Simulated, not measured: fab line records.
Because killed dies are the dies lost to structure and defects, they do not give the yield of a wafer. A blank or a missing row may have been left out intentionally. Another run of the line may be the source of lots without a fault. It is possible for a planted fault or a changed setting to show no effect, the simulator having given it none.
fab line records	flow nandHarc
[record] lots = 5	wafers = 15	lastDay = 33
route steps=1302 shown A_CONTACT@1077 A_BLC@1107 END@1302
lots untouched by any fault: they come from a run of this same line in which no faults occurred
startH: hours from the record's first day to the start of the lot's first wafer shown	waitH: hours elapsed since this lot's preceding step	" unchanged from the row above	L1.1+2: a row that stands for several wafers	- value missing, or start not given	* or withheld: withheld	< > ~ a bound
route shown NAME@n: a module of which the file shows steps, and the number in the route of the first	usual: mean/standard deviation of fault-free wafers	same: alike in all rows	chamber/n: place in a boat	sites: readings site by site	_std_site: their standard deviation	_edge_site: mean of outer sites minus mean of inner sites	radiusMm: how far each site lies from the wafer's centre	mask NAME#n: copy n	behind: tool/chamber where the wafer was last shaped	hold: why the lot was held/for how many hours/how that ended	device: the transistor (n, p or np) that didn't switch	end of line: tests of these same wafers at the route's end	a step without rows: its recipe alone	killed: count of dies lost to structure and defects at first sort (not the wafer's yield)	map: a wafer's dies, marking killed ones x, the rest . and places with no die _
set.NAME: setting as actually run; set.NAME@STEP: the setting as run at that earlier step	model.NAME: the simulator's own value behind a step, which no gauge read
lots at selected steps of the route; one table per step, one row per wafer
services: from which hour (startH, from the record's first day; less than 0 if before it) a tool's chamber was out of use, for how many hours, and why
[[steps]]
[step NHARC_A_CONTACT_DEVELOP_07]
[recipe] developTimeS = 35	devTempC = 23
[step NHARC_A_CONTACT_CD_MEAS_08]
[recipe] targetCdNm = 200	landingEnergyEv = 500
[usual] cdNm = 199.9/0.45
lot.wafer	tool	chamber	startH	waitH	cdNm
L294.2	cdSem-03	0	502.86	-	200.2
L294.4	"	0	"	"	199.6
L294.6	"	0	"	"	200.2
L295.1	cdSem-02	0	504.03	-	199.4
L295.2	"	0	"	"	199.9
L295.4	"	0	"	"	199.0
L302.3	cdSem-03	0	588.29	-	200.2
L302.5	"	0	"	"	200.0
L302.6	"	0	"	"	200.2
L309.2	cdSem-03	0	644.43	-	200.0
L309.3	"	0	"	"	199.7
L309.4	"	0	"	"	200.2
L311.1	cdSem-02	0	660.61	-	199.1
L311.3	"	0	"	"	199.4
L311.4	"	0	"	"	199.6
[step NHARC_A_CONTACT_OVL_MEAS_09]
[usual] overlayXNm = -0.1/0.69	overlayYNm = 0.1/0.86
lot.wafer	tool	chamber	startH	waitH	overlayXNm	overlayYNm
L294.2	overlay-01	-	502.95	-	-0.1	-1.3
L294.4	"	-	"	"	-0.1	-1.5
L294.6	"	-	"	"	-0.2	-1.2
L295.1	overlay-01	-	504.12	-	0.2	0.9
L295.2	"	-	"	"	0.2	-0.1
L295.4	"	-	"	"	0.9	0.5
L302.3	overlay-02	-	588.37	-	0.0	0.4
L302.5	"	-	"	"	-0.3	-0.2
L302.6	"	-	"	"	0.1	0.1
L309.2	overlay-02	-	644.51	-	0.2	1.3
L309.3	"	-	"	"	-0.1	1.3
L309.4	"	-	"	"	0.0	1.2
L311.1	overlay-02	-	660.70	-	0.6	1.1
L311.3	"	-	"	"	0.7	1.4
L311.4	"	-	"	"	0.8	0.6
[step NHARC_A_CONTACT_INSPECT_10]
[usual] rawDefectCount = 81/29
lot.wafer	tool	chamber	startH	waitH	rawDefectCount
L294.2	defectInspect-01	-	502.99	0.0	14
L294.4	"	-	"	"	27
L294.6	"	-	"	"	17
L295.1	defectInspect-01	-	504.15	0.0	84
L295.2	"	-	"	"	104
L295.4	"	-	"	"	93
L302.3	defectInspect-01	-	588.41	0.0	67
L302.5	"	-	"	"	71
L302.6	"	-	"	"	52
L309.2	defectInspect-02	-	644.55	0.0	67
L309.3	"	-	"	"	64
L309.4	"	-	"	"	69
L311.1	defectInspect-01	-	660.73	0.0	103
L311.3	"	-	"	"	131
L311.4	"	-	"	"	110
[step NHARC_A_CONTACT_DESCUM_13]
[recipe] timeS = 3	o2FlowSccm = 200	arFlowSccm = 0	biasPowerW = 0	chemistry = O2
[step NHARC_A_CONTACT_ETCH_88]
[recipe] targetDepthA = 390	overEtchFrac = 0.3	timeS = 65	ionEnergyEv = 80	cf4FlowSccm = 150	arFlowSccm = 0	rfW = 300	biasW = 100	chemistry = CF4
[step NHARC_A_CONTACT_ETCH_89]
[recipe] targetDepthA = 2600	overEtchFrac = 0.3	timeS = 475.3	ionEnergyEv = 200	n2FlowSccm = 150	h2FlowSccm = 150	arFlowSccm = 0	rfW = 400	biasW = 150	chemistry = N2/H2
[step NHARC_A_CONTACT_ETCH_30]
[recipe] targetDepthA = 726	timeS = 36.3	cf4FlowSccm = 100	chf3FlowSccm = 30	arFlowSccm = 0	rfW = 500	biasW = 200	chemistry = CF4/CHF3
[step NHARC_A_CONTACT_ETCH_31]
[recipe] targetDepthA = 28000	overEtchFrac = 0.3	timeS = 728	ionEnergyEv = 150	o2FlowSccm = 400	cosFlowSccm = 20	arFlowSccm = 0	rfW = 500	biasW = 300	chemistry = O2/COS
[usual] drypumpMotorCurrentA = 5.8/0.34	oesProductAu = 0.999/0.0078	rfVppV = 314.4/2.6	showerheadPlenumPTorr = 3.15/0.17	throttleValvePct = 28.331/0.01
lot.wafer	tool	chamber	startH	waitH	drypumpMotorCurrentA	oesProductAu	rfHoursCounterH	rfVppV	showerheadPlenumPTorr	throttleValvePct
L294.4	rieDiel-07	0	-	-	5.9	1.004	10	317.7	3.37	28.344
L294.2	"	2	"	"	6.0	1.000	8	314.3	3.06	28.297
L294.6	"	0	"	"	5.9	0.988	-	316.2	3.37	28.325
L295.1	rieDiel-07	0	-	-	5.9	0.988	11	316.6	3.37	28.334
L295.2	"	1	"	"	5.8	1.003	9	312.8	3.11	28.345
L295.4	"	2	"	"	6.0	1.005	8	314.4	3.06	28.344
L302.3	rieDiel-07	0	-	-	6.0	1.005	28	316.8	3.36	28.338
L302.5	"	2	"	"	6.1	1.003	-	313.3	3.06	28.323
L302.6	"	3	"	"	5.6	1.012	-	311.2	2.91	28.312
L309.2	rieDiel-05	1	-	-	5.4	0.994	26	315.7	3.14	28.314
L309.4	"	3	"	"	5.2	0.987	21	316.0	3.27	28.357
L309.3	"	0	"	"	6.3	0.999	27	318.1	3.33	28.336
L311.1	rieDiel-07	3	-	-	5.6	1.006	5	310.1	2.90	28.324
L311.3	"	0	"	"	6.0	0.991	4	317.1	3.35	28.335
L311.4	"	1	"	"	5.9	0.992	4	314.0	3.10	28.321
[step NHARC_A_CONTACT_ETCH_134]
[recipe] sourceW = withheld	pressureMtorr = 20	biasV = withheld	timeS = 140	targetDepthA = 7000	arFlowSccm = withheld	c4f8FlowSccm = withheld	o2FlowSccm = withheld	chemistry = C4F8/O2/Ar
[step NHARC_A_CONTACT_ETCH_135]
[recipe] sourceW = withheld	pressureMtorr = 20	biasV = 1200	timeS = 311	targetDepthA = 19120	arFlowSccm = withheld	c4f8FlowSccm = withheld	o2FlowSccm = withheld	chemistry = C4F8/O2/Ar
[usual] oesAirLineAu = 1.000/0.016
lot.wafer	tool	chamber	startH	waitH	oesAirLineAu	rfHoursCounterH
L294.2	harCapEtch-01	0	504.42	0.2	1.023	5
L294.4	"	1	"	"	0.999	-
L294.6	"	1	"	"	0.989	-
L295.1	harCapEtch-03	1	505.60	0.2	0.980	48
L295.2	"	0	"	"	1.004	48
L295.4	"	0	"	"	1.002	-
L302.3	harCapEtch-03	0	589.93	0.2	0.994	-
L302.6	"	1	"	"	1.007	-
L302.5	"	0	"	"	0.982	-
L309.2	harCapEtch-02	0	645.98	0.2	0.998	119
L309.4	"	0	"	"	0.988	-
L309.3	"	1	"	"	0.993	-
L311.1	harCapEtch-02	1	662.11	0.2	0.980	120
L311.4	"	1	"	"	0.992	-
L311.3	"	0	"	"	1.029	-
[step NHARC_A_CONTACT_ETCH_136]
[recipe] sourceW = withheld	pressureMtorr = 20	biasV = 1200	timeS = 311	targetDepthA = 19120	arFlowSccm = withheld	c4f8FlowSccm = withheld	o2FlowSccm = withheld	chemistry = C4F8/O2/Ar
[usual] oesAirLineAu = 1.002/0.02
lot.wafer	tool	chamber	startH	waitH	oesAirLineAu	rfHoursCounterH
L294.2	harCapEtch-01	0	504.69	0.2	1.027	5
L294.4	"	1	"	"	0.978	-
L294.6	"	1	"	"	1.003	-
L295.1	harCapEtch-03	1	505.97	0.3	0.989	48
L295.2	"	0	"	"	1.015	48
L295.4	"	0	"	"	0.991	-
L302.3	harCapEtch-03	0	590.20	0.2	0.969	-
L302.6	"	1	"	"	1.012	-
L302.5	"	0	"	"	0.986	-
L309.2	harCapEtch-02	0	646.25	0.2	1.015	119
L309.4	"	0	"	"	1.028	-
L309.3	"	1	"	"	0.993	-
L311.1	harCapEtch-02	1	662.38	0.2	1.026	120
L311.4	"	1	"	"	1.027	-
L311.3	"	0	"	"	0.991	-
[step NHARC_A_CONTACT_ETCH_137]
[recipe] sourceW = withheld	pressureMtorr = 20	biasV = 1200	timeS = 311	targetDepthA = 19120	arFlowSccm = withheld	c4f8FlowSccm = withheld	o2FlowSccm = withheld	chemistry = C4F8/O2/Ar
[usual] oesAirLineAu = 1.001/0.02
lot.wafer	tool	chamber	startH	waitH	oesAirLineAu	rfHoursCounterH
L294.2	harCapEtch-01	0	504.96	0.2	0.978	5
L294.4	"	1	"	"	0.972	-
L294.6	"	1	"	"	1.019	-
L295.1	harCapEtch-03	1	506.33	0.3	1.023	49
L295.2	"	0	"	"	1.032	49
L295.4	"	0	"	"	1.007	-
L302.3	harCapEtch-03	0	590.47	0.2	0.994	-
L302.6	"	1	"	"	1.015	-
L302.5	"	0	"	"	1.018	-
L309.2	harCapEtch-02	0	646.52	0.2	0.980	119
L309.4	"	0	"	"	0.989	-
L309.3	"	1	"	"	1.038	-
L311.1	harCapEtch-02	1	662.66	0.2	0.978	120
L311.4	"	1	"	"	0.973	-
L311.3	"	0	"	"	1.006	-
[step NHARC_A_CONTACT_ETCH_138]
[recipe] sourceW = withheld	pressureMtorr = 20	biasV = 1200	timeS = 311	targetDepthA = 19140	arFlowSccm = withheld	c4f8FlowSccm = withheld	o2FlowSccm = withheld	chemistry = C4F8/O2/Ar
[step NHARC_A_CONTACT_ETCH_139]
[recipe] sourceW = withheld	pressureMtorr = 20	biasV = 400	timeS = 195	targetDepthA = 8400	arFlowSccm = withheld	c4f8FlowSccm = 11.5	o2FlowSccm = 7.2	chemistry = C4F8/O2/Ar
[step NHARC_A_CONTACT_ETCH_92]
[recipe] targetDepthA = 400	overEtchFrac = 0.5	timeS = 85.7	ionEnergyEv = 120	ch3fFlowSccm = 50	o2FlowSccm = 30	arFlowSccm = 200	rfW = 500	biasW = 100	chemistry = CH3F/O2
[usual] drypumpMotorCurrentA = 5.8/0.33	oesProductAu = 0.934/0.024	rfVppV = 244.5/2	showerheadPlenumPTorr = 2.47/0.13	throttleValvePct = 20.664/0.0087
lot.wafer	tool	chamber	startH	waitH	drypumpMotorCurrentA	oesProductAu	rfHoursCounterH	rfVppV	showerheadPlenumPTorr	throttleValvePct
L294.4	rieDiel-07	0	506.01	0.4	5.9	0.919	11	246.2	2.66	20.660
L294.2	"	3	"	"	5.5	0.913	11	241.2	2.29	20.666
L294.6	"	0	"	"	5.9	0.915	-	247.2	2.66	20.674
L295.4	rieDiel-07	2	507.71	0.4	6.0	0.918	9	244.6	2.41	20.666
L295.2	"	3	"	"	5.6	0.927	11	242.4	2.29	20.666
L295.1	"	0	"	"	5.9	0.927	12	246.6	2.66	20.670
L302.3	rieDiel-07	1	591.44	0.4	5.9	0.935	24	245.3	2.45	20.663
L302.6	"	1	"	"	5.9	0.933	-	243.8	2.45	20.651
L302.5	"	2	"	"	6.0	0.940	-	244.6	2.41	20.666
L309.2	rieDiel-03	1	647.63	0.5	5.9	0.923	14	243.8	2.31	20.670
L309.4	"	2	"	"	5.0	0.923	14	246.7	2.57	20.666
L309.3	"	0	"	"	5.2	0.932	11	241.3	2.34	20.661
L311.3	rieDiel-07	2	663.76	0.4	6.0	0.923	5	242.6	2.40	20.656
L311.4	"	0	"	"	6.0	0.915	5	247.4	2.64	20.666
L311.1	"	1	"	"	5.9	0.927	4	243.4	2.44	20.672
[step NHARC_A_CONTACT_ETCH_98]
[recipe] targetDepthA = 200	overEtchFrac = 0.5	timeS = 10	ionEnergyEv = 250	c4f6FlowSccm = 25	o2FlowSccm = 20	arFlowSccm = 500	rfW = 600	biasW = 500	chemistry = C4F6/O2
[step NHARC_A_CONTACT_CD_MEAS_15]
[usual] cdNm = 189.9/0.62
lot.wafer	tool	chamber	startH	waitH	cdNm
L294.2	cdSem-03	-	506.23	-	190.2
L294.4	"	-	"	"	190.2
L294.6	"	-	"	"	189.9
L295.1	cdSem-03	-	507.93	-	190.1
L295.2	"	-	"	"	189.7
L295.4	"	-	"	"	190.2
L302.3	cdSem-01	-	591.66	-	189.9
L302.5	"	-	"	"	189.9
L302.6	"	-	"	"	189.8
L309.2	cdSem-02	-	647.85	-	188.2
L309.3	"	-	"	"	188.7
L309.4	"	-	"	"	188.7
L311.1	cdSem-03	-	663.97	-	190.6
L311.3	"	-	"	"	190.0
L311.4	"	-	"	"	190.9
[step NHARC_A_CONTACT_STRIP_107]
[recipe] n2FlowSccm = 150	h2FlowSccm = 150	arFlowSccm = 0	biasW = 0	chemistry = N2/H2
[step NHARC_A_CONTACT_STRIP_108]
[recipe] cf4FlowSccm = 100	chf3FlowSccm = 30	arFlowSccm = 0	biasW = 0	chemistry = CF4/CHF3
[step NHARC_A_CONTACT_STRIP_109]
[recipe] o2FlowSccm = 400	cosFlowSccm = 20	arFlowSccm = 0	biasW = 0	chemistry = O2/COS
[step NHARC_A_CONTACT_ETCH_110]
[recipe] targetDepthA = 600	overetchA = 60	timeS = 33	ionEnergyEv = 100	cf4FlowSccm = 80	o2FlowSccm = 20	arFlowSccm = 0	rfW = 300	biasW = 100	chemistry = CF4/O2
[step NHARC_A_CONTACT_STRIP_26]
[recipe] o2FlowSccm = 500	arFlowSccm = 0	biasW = 0	chemistry = O2
[step NHARC_A_CONTACT_STRIP_27]
[recipe] timeS = 600	tempC = 30	chemistry = postEtchResidueRemover
[step NHARC_A_CONTACT_ALD_18]
[recipe] targetThkA = 30	pulseTimeS = 1	aldCycles = 150	tempC = 450	material = TiN
[usual] heaterPowerOuterW = 699/65	heaterPowerW = 1104/100	precursorPulseHeightRel = 0.998/0.02
[same] aldCycles = 150
lot.wafer	tool	chamber	startH	waitH	heaterPowerOuterW	heaterPowerW	precursorPulseHeightRel
L294.2	aldMetal-02	3	507.39	-	636	1079	0.990
L294.4	"	2	"	"	744	1154	1.024
L294.6	"	3	"	"	628	1050	0.967
L295.2	aldMetal-02	3	508.89	-	650	1075	1.037
L295.4	"	0	"	"	611	926	1.015
L295.1	"	1	"	"	668	1112	1.003
L302.3	aldMetal-03	0	592.64	-	713	1212	1.001
L302.5	"	3	"	"	706	1198	0.997
L302.6	"	0	"	"	738	1189	0.998
L309.3	aldMetal-01	0	648.81	-	681	1180	0.998
L309.4	"	1	"	"	586	927	0.957
L309.2	"	2	"	"	723	1002	1.039
L311.3	aldMetal-03	3	664.91	-	719	1175	0.962
L311.4	"	0	"	"	751	1179	0.994
L311.1	"	2	"	"	806	1208	0.978
[step NHARC_A_CONTACT_CVD_19]
[recipe] targetThkA = 3000	tempC = 300	pressureTorr = 40	wf6FlowSccm = 40	h2FlowSccm = 1600	arFlowSccm = 1560	timeS = 802	material = W
[step NHARC_A_CONTACT_CMP_20]
[recipe] tOverpolishS = 30	targetThkNm = 300
[step NHARC_A_CONTACT_SRD_22]
[step NHARC_A_BLC_DEHYDRATE_00]
[recipe] tempC = 150	timeS = 120
[step NHARC_A_BLC_HMDS_01]
[recipe] timeS = 30
[step NHARC_A_BLC_COAT_02]
[recipe] tempC = 260	timeS = 75
[step NHARC_A_BLC_COAT_03]
[recipe] tempC = 225	timeS = 65
[step NHARC_A_BLC_COAT_04]
[recipe] spinRpm = 1500	resistThkNm = 90
[step NHARC_A_BLC_SOFTBAKE_05]
[recipe] tempC = 105	timeS = 55
[step NHARC_A_BLC_EBR_06]
[step NHARC_A_BLC_EXPOSE_07]
[recipe] na = 1.35	targetCdNm = 100	doseMj = 67.97	maskId = A_BLC
[step NHARC_A_BLC_PEB_08]
[recipe] pebTempC = 100	pebTimeS = 65
[step NHARC_A_BLC_DEVELOP_09]
[recipe] developTimeS = 35	devTempC = 23
[step NHARC_A_BLC_CD_MEAS_10]
[recipe] targetCdNm = 100	landingEnergyEv = 500
[usual] cdNm = 100.0/0.45
lot.wafer	tool	chamber	startH	waitH	cdNm
L294.2	cdSem-02	0	509.39	-	99.6
L294.4	"	0	"	"	100.1
L294.6	"	0	"	"	99.7
L295.1	cdSem-03	0	510.76	-	99.7
L295.2	"	0	"	"	100.2
L295.4	"	0	"	"	99.6
L302.3	cdSem-01	0	594.52	-	99.3
L302.5	"	0	"	"	99.6
L302.6	"	0	"	"	99.7
L309.2	cdSem-01	0	650.80	-	99.9
L309.3	"	0	"	"	99.6
L309.4	"	0	"	"	99.7
L311.1	cdSem-01	0	666.91	-	99.6
L311.3	"	0	"	"	100.5
L311.4	"	0	"	"	100.2
[step NHARC_A_BLC_OVL_MEAS_11]
[usual] overlayXNm = -0.1/0.6	overlayYNm = 0.0/0.62
lot.wafer	tool	chamber	startH	waitH	overlayXNm	overlayYNm
L294.2	overlay-01	-	509.47	-	-0.7	0.7
L294.4	"	-	"	"	-1.4	0.8
L294.6	"	-	"	"	-1.0	0.5
L295.1	overlay-02	-	510.84	-	-0.3	-0.5
L295.2	"	-	"	"	-0.7	0.1
L295.4	"	-	"	"	-0.3	-0.2
L302.3	overlay-02	-	594.60	-	-0.6	-0.1
L302.5	"	-	"	"	-0.4	-0.2
L302.6	"	-	"	"	-0.2	-0.1
L309.2	overlay-02	-	650.89	-	-0.1	0.2
L309.3	"	-	"	"	-1.1	-0.1
L309.4	"	-	"	"	0.1	0.3
L311.1	overlay-02	-	667.00	-	-0.3	-0.4
L311.3	"	-	"	"	0.1	-0.8
L311.4	"	-	"	"	-0.7	-0.8
[step NHARC_END_SORT_01]
[recipe] tempC = 25
[usual] killedAtArray = 47/14	killedAtOther = 0.5/0.72	killedAtPeriphery = 4/3.1	killedDies = 52/15	killedOpen = 3.2/1.9	killedShort = 2.4/1.7
[same] grossDies = 677
lot.wafer	tool	chamber	startH	waitH	killedAtArray	killedAtOther	killedAtPeriphery	killedDies	killedOpen	killedShort
L295.1	prober-01	0	554.78	2.5	65	1	3	69	2	3
L295.2	prober-01	0	555.58	2.8	52	0	4	56	6	3
L295.4	prober-01	0	557.19	3.4	54	0	1	55	0	1
L294.2	prober-02	0	560.73	2.8	17	1	5	23	7	4
L294.4	prober-02	0	562.31	3.4	19	0	5	24	6	1
L294.6	prober-02	0	563.89	4.0	16	0	6	22	4	1
L302.3	prober-02	0	747.11	3.1	82	1	3	86	3	0
L302.5	prober-02	0	748.73	3.7	80	0	2	82	6	2
L302.6	prober-02	0	749.54	4.0	95	0	6	101	2	3
L309.2	prober-01	0	775.05	2.8	46	1	8	55	5	1
L309.3	prober-01	0	775.83	3.1	42	1	1	44	1	2
L309.4	prober-01	0	776.62	3.4	51	2	6	59	6	2
L311.1	prober-01	0	782.00	2.5	36	2	11	49	4	0
L311.3	prober-01	0	783.62	3.1	62	1	3	66	3	2
L311.4	prober-01	0	784.43	3.4	31	0	4	35	2	3
// killed by level:class
L295.1 A_CHANNEL_HOLE_D2:chamberFilmFlake=33 A_SLIT:chamberFilmFlake=22 A_BLC:chamberFilmFlake=2 P_M0:geometricParticle:short=1 A_SOURCE_PLATE:geometricParticle:short=1 A_ONON_D1:geometricParticle:open=1 A_CHANNEL_FILL_D1:geometricParticle:short=1 A_STAIRCASE:chamberFilmFlake=1
L295.2 A_CHANNEL_HOLE_D2:chamberFilmFlake=22 A_SLIT:chamberFilmFlake=15 A_CHANNEL_HOLE_D1:chamberFilmFlake=3 A_STAIRCASE:chamberFilmFlake=3 P_STI:geometricParticle:open=2 A_BLC:geometricParticle:open=2 P_M0:geometricParticle:short=1 A_ONON_D1:geometricParticle:open=1
L295.4 A_CHANNEL_HOLE_D2:chamberFilmFlake=26 A_SLIT:chamberFilmFlake=24 A_CONTACT:chamberFilmFlake=2 A_STAIRCASE:geometricParticle:short=1 P_GATE:chamberFilmFlake=1 A_WL_FILL:chamberFilmFlake=1
L294.2 P_STI:chamberFilmFlake=3 A_CHANNEL_HOLE_D2:chamberFilmFlake=3 A_SGD_CUT:geometricParticle:open=2 A_CHANNEL_HOLE_D1:chamberFilmFlake=2 P_GATE:geometricParticle:short=1 A_ONON_D1:geometricParticle:short=1 A_DECK1_JOINT:geometricParticle:open=1 A_CHANNEL_HOLE_D2:geometricParticle:short=1
L294.4 A_CONTACT:chamberFilmFlake=4 A_CHANNEL_HOLE_D2:chamberFilmFlake=3 P_M0:geometricParticle:open=2 A_CHANNEL_HOLE_D1:chamberFilmFlake=2 A_STAIRCASE:chamberFilmFlake=2 P_M1:geometricParticle:open=1 A_ONON_D1:geometricParticle:open=1 A_ONON_D2:geometricParticle:open=1
L294.6 A_CHANNEL_HOLE_D2:chamberFilmFlake=5 A_CHANNEL_HOLE_D1:chamberFilmFlake=3 P_STI:chamberFilmFlake=2 P_GATE:chamberFilmFlake=2 A_CONTACT:chamberFilmFlake=2 P_GATE:geometricParticle:open=1 A_ONON_D1:geometricParticle:open=1 A_CHANNEL_FILL_D1:geometricParticle:open=1
L302.3 A_CONTACT:unspecified=46 A_SLIT:chamberFilmFlake=15 A_CHANNEL_HOLE_D1:chamberFilmFlake=8 A_WL_FILL:chamberFilmFlake=4 A_CHANNEL_HOLE_D2:unspecified=2 A_CONTACT:chamberFilmFlake=2 A_M1:chamberFilmFlake=2 P_M0:geometricParticle:open=1
L302.5 A_CONTACT:unspecified=46 A_SLIT:chamberFilmFlake=15 A_CHANNEL_FILL_D1:chamberFilmFlake=3 A_CHANNEL_HOLE_D1:chamberFilmFlake=2 A_CHANNEL_HOLE_D2:unspecified=2 A_WL_FILL:chamberFilmFlake=2 A_CONTACT:chamberFilmFlake=2 A_M1:chamberFilmFlake=2
L302.6 A_CONTACT:unspecified=57 A_SLIT:chamberFilmFlake=25 A_WL_FILL:chamberFilmFlake=3 P_GATE:chamberFilmFlake=2 P_CONTACT:chamberFilmFlake=2 A_CHANNEL_HOLE_D1:chamberFilmFlake=2 A_CONTACT:chamberFilmFlake=2 P_STI:geometricParticle:short=1
L309.2 A_CHANNEL_HOLE_D2:chamberFilmFlake=18 A_CONTACT:chamberFilmFlake=9 A_SLIT:chamberFilmFlake=7 A_CHANNEL_HOLE_D1:chamberFilmFlake=6 P_GATE:chamberFilmFlake=3 A_STAIRCASE:chamberFilmFlake=2 P_STI:geometricParticle:short=1 P_GATE:geometricParticle:open=1
L309.3 A_CHANNEL_HOLE_D1:chamberFilmFlake=12 A_CHANNEL_HOLE_D2:chamberFilmFlake=11 A_SLIT:chamberFilmFlake=5 A_DECK1_JOINT:chamberFilmFlake=4 A_CONTACT:chamberFilmFlake=4 A_STAIRCASE:chamberFilmFlake=2 A_ONON_D1:geometricParticle:open=1 A_ONON_D1:geometricParticle:short=1
L309.4 A_CHANNEL_HOLE_D2:chamberFilmFlake=26 A_CONTACT:chamberFilmFlake=7 A_CHANNEL_HOLE_D1:chamberFilmFlake=6 P_GATE:chamberFilmFlake=3 A_SLIT:chamberFilmFlake=3 THIN_TSV:chamberFilmFlake=2 P_CONTACT:geometricParticle:open=1 A_ONON_D1:geometricParticle:open=1
L311.1 A_SLIT:chamberFilmFlake=10 A_CHANNEL_HOLE_D1:chamberFilmFlake=9 A_CHANNEL_HOLE_D2:chamberFilmFlake=9 P_M2:chamberFilmFlake=5 A_CONTACT:chamberFilmFlake=4 P_GATE:chamberFilmFlake=3 P_M0:geometricParticle:open=2 A_STAIRCASE:chamberFilmFlake=2
L311.3 A_SLIT:chamberFilmFlake=20 A_CHANNEL_HOLE_D2:chamberFilmFlake=16 A_CHANNEL_HOLE_D1:chamberFilmFlake=10 A_CONTACT:chamberFilmFlake=8 A_ONON_D2:geometricParticle:open=1 A_ONON_D2:geometricParticle:short=1 A_WL_FILL:geometricParticle:open=1 A_WL_FILL:geometricParticle:short=1
L311.4 A_SLIT:chamberFilmFlake=11 A_CHANNEL_HOLE_D2:chamberFilmFlake=5 A_CHANNEL_HOLE_D1:chamberFilmFlake=4 A_CONTACT:chamberFilmFlake=3 A_WL_FILL:geometricParticle:short=2 P_M2:chamberFilmFlake=2 A_STAIRCASE:chamberFilmFlake=2 A_BLC:chamberFilmFlake=2
// map L302.6 (x killed, . not)
____________.____________
_________......._________
_______.........x._______
______.............______
_____..............._____
____.................____
____.................____
___xxx................___
___xxx................___
__xxxx.................__
__xxxx.............x...__
_xxxxxx................._
_xxxxxx.......x.....x..._
_xxxxx.................._
_xxxxx.................._
_xxxxx.................._
xxxxxxx...............x..
xxxxx...x................
.x..x......x.............
..x.x........x...........
.x.......................
_..................xx..._
_......................._
_......................._
_.........x............._
_.............x.....x..x_
__...............x.....__
__.....................__
___..................x___
___...........xxx.xx..___
____..........xxxx.x.____
____...........xxx..x____
_____.........xxxxx._____
______........x.xx.______
_______.......xxxx_______
_________......x_________
____________.____________
// map L295.1 (x killed, . not)
____________.____________
_________......._________
_______..........._______
______....x........______
_____..............._____
____..x..............____
____....x............____
___.x.................___
___...................___
__.....................__
__...x.................__
_...................x..._
_.....xx.x........x....._
_...x.xx.x.x............_
_.....xxxxx............._
_....xxxxxx............._
.....xx..xxx.............
......xxxxx..............
.......xx.x.x............
......x.....x..x.........
.........................
_.................x....._
_......................._
_......................._
_......................._
_......x................_
__.....................__
__..x..................__
___..............x....___
___..............xx...___
____.....x.......xx..____
____...........x.xx..____
_____...........xxxx_____
______.......xxxx..______
_______......xxxxx_______
_________......x_________
____________.____________
[[services]]
tool	chamber	startH	hours	kind
rieDiel-07	0	480.94	-	clean
rieDiel-07	1	480.94	-	clean
rieDiel-07	2	480.94	-	clean
rieDiel-07	3	480.94	-	clean
aldMetal-03	1	493.79	5.9	repair
aldMetal-02	-	494.74	2.0	repair
aldMetal-01	2	498.73	107.6	repair
aldMetal-01	-	502.00	10.0	pm
rieDiel-07	0	505.62	-	clean
rieDiel-07	1	505.62	-	clean
rieDiel-07	2	505.62	-	clean
aldMetal-02	3	519.48	23.8	repair
rieDiel-05	3	534.63	5.9	repair
aldMetal-03	-	544.00	10.0	pm
aldMetal-02	2	556.81	2.7	repair
rieDiel-05	-	559.63	9.0	pm
aldMetal-02	0	576.96	7.9	repair
aldMetal-02	-	586.00	10.0	pm
rieDiel-03	3	607.91	3.9	repair
rieDiel-03	-	611.37	9.0	pm
rieDiel-07	-	624.44	9.0	pm
rieDiel-05	3	649.29	4.2	repair
aldMetal-02	-	650.95	0.6	repair
aldMetal-01	2	654.14	12.4	repair
[[key]]
[firstSign] step = NHARC_END_SORT_01	reading = killedAtArray	direction = up	sigmas = 2.7	usual = 47	struck = 86
[effect] step = NHARC_END_SORT_01	reading = killedDies	direction = up	sigmas = 2.5	usual = 52	struck = 90
[moreKillsBornAt] NHARC_A_CONTACT_ETCH_137@harCapEtch-03 = 149
metAt NHARC_A_CONTACT_ETCH_137
struckWafers L302.3,L302.5,L302.6
testerLeftOut L302
onsetBetween 506.33 590.47
alsoFits NHARC_A_CONTACT_ETCH_135:harCapEtch-03,NHARC_A_CONTACT_ETCH_136:harCapEtch-03
[fault] kind = chamberParticleSource	tool = harCapEtch-03	chamber = -	onsetH = 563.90	steps = NHARC_A_CONTACT_ETCH_137	ratePerVisitCm2 = 0.87584	endH = 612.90
// testerLeftOut: of these lots the tester's yield and bins aren't shown, on N5 and GAA mostly nor the transistor test; their killed dies are dies lost to structure and defects alone, not to doping, threshold or leakage, so they don't give the yield
